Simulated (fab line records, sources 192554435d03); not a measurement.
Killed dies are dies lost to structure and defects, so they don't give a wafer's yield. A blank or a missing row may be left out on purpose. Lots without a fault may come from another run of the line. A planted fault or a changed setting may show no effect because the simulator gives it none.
Which tool did it? | flow n5_finfet | 12 lots, 35 wafers sampled, at 3 steps of a route of 1938

WHAT THE GAUGES READ, wafer by wafer
N5_BEOL_M13_CD_MEAS_28: target cd 209.5 nm. Usual: cd_nm 209.4 nm, standard deviation 1.6.
lot  | measured     | on        | cd_nm (nm)        | flag
L249 | day 11 16:28 | cd_sem-02 | 211.1 212.3 209.6 |
L250 | day 12 04:12 | cd_sem-02 | 210.4 208.8 210.9 |
L252 | day 12 05:23 | cd_sem-01 | 207.5 206.4 206.8 |
L251 | day 12 07:32 | cd_sem-03 | 208.6 207.8 205.9 |
L255 | day 12 11:46 | cd_sem-01 | 211.3 209.7 210.3 |
L258 | day 13 21:32 | cd_sem-01 | 209.1 211.1 208.0 |
L259 | day 14 01:58 | cd_sem-01 | 209.1 209.5 210.2 |
L263 | day 15 04:32 | cd_sem-02 | 211.2 210.2 209.8 |
L267 | day 16 01:38 | cd_sem-02 | 210.2 210.5 211.0 |
L269 | day 17 02:01 | cd_sem-02 | 209.4 211.5 209.1 |
L271 | day 17 08:56 | cd_sem-01 | 207.2 209.0 209.8 |
L270 | day 18 06:56 | cd_sem-01 | 206.7 208.9       |

N5_BEOL_M13_OVL_MEAS_29. Usual: M13_OVL 0 nm, standard deviation 5.8.
lot  | measured     | on         | M13_OVL (nm) | flag
L249 | day 11 16:29 | overlay-02 | -1 7 1       |
L250 | day 12 04:14 | overlay-01 | -5 1 -2      |
L252 | day 12 05:25 | overlay-01 | 6 -7 -2      |
L251 | day 12 07:34 | overlay-01 | -4 -3 -3     |
L255 | day 12 11:47 | overlay-01 | 8 -9 1       |
L258 | day 13 21:34 | overlay-02 | -1 3 9       |
L259 | day 14 01:59 | overlay-02 | 0 2 -1       |
L263 | day 15 04:34 | overlay-02 | 2 -1 -8      |
L267 | day 16 01:40 | overlay-01 | -7 5 -1      |
L269 | day 17 02:03 | overlay-02 | -12 -11 -4   |
L271 | day 17 08:58 | overlay-01 | -1 1 4       |
L270 | day 18 06:58 | overlay-01 | 5 11         |

N5_BEOL_M13_INSPECT_30: inspects for defects (macro). Usual: raw_defect_count 2.3, standard deviation 1.7.
lot  | measured     | on                | raw_defect_count | flag
L249 | day 11 16:31 | defect_inspect-02 | 0 5 1            |
L250 | day 12 04:15 | defect_inspect-01 | 5 1 2            |
L252 | day 12 05:26 | defect_inspect-01 | 4 0 2            |
L251 | day 12 07:36 | defect_inspect-01 | 2 1 2            |
L255 | day 12 11:49 | defect_inspect-02 | 2 5 0            |
L258 | day 13 21:35 | defect_inspect-01 | 4 3 4            |
L259 | day 14 02:01 | defect_inspect-01 | 2 0 3            |
L263 | day 15 04:35 | defect_inspect-02 | 0 1 0            |
L267 | day 16 01:41 | defect_inspect-01 | 0 0 0            |
L269 | day 17 02:04 | defect_inspect-01 | 1 2 3            |
L271 | day 17 08:59 | defect_inspect-01 | 2 2 3            |
L270 | day 18 06:59 | defect_inspect-01 | 7 2              |

WHICH TOOL RAN EACH LOT (tool, then ch and the chambers of the sampled wafers, then the start)
The record holds no process step before these readings.

WHAT THE TOOLS THEMSELVES READ (means of the sampled wafers that have a number; where no wafer has one, the mark that the record gives instead)
The record holds no such reading with a usual standard deviation.

THE ANSWER, worked out from the rows above alone
Rule: a lot is off if the mean of its wafers that have a number lies more than 3 standard deviations from the usual mean. A lot without any number at a reading at which 4 lots or more have one is off too. The other lots that the step has rows for count as sound. The gauges are gone through in route order, then the tools' own readings, and for those a lot's mean is taken as printed above. The first step at which some lot is off is used, and at that step the reading that is off furthest; a lot without a number counts as furthest.
No lot is off at any reading shown: from this, nothing can be told.

WHAT THE SIMULATOR HAD PUT IN
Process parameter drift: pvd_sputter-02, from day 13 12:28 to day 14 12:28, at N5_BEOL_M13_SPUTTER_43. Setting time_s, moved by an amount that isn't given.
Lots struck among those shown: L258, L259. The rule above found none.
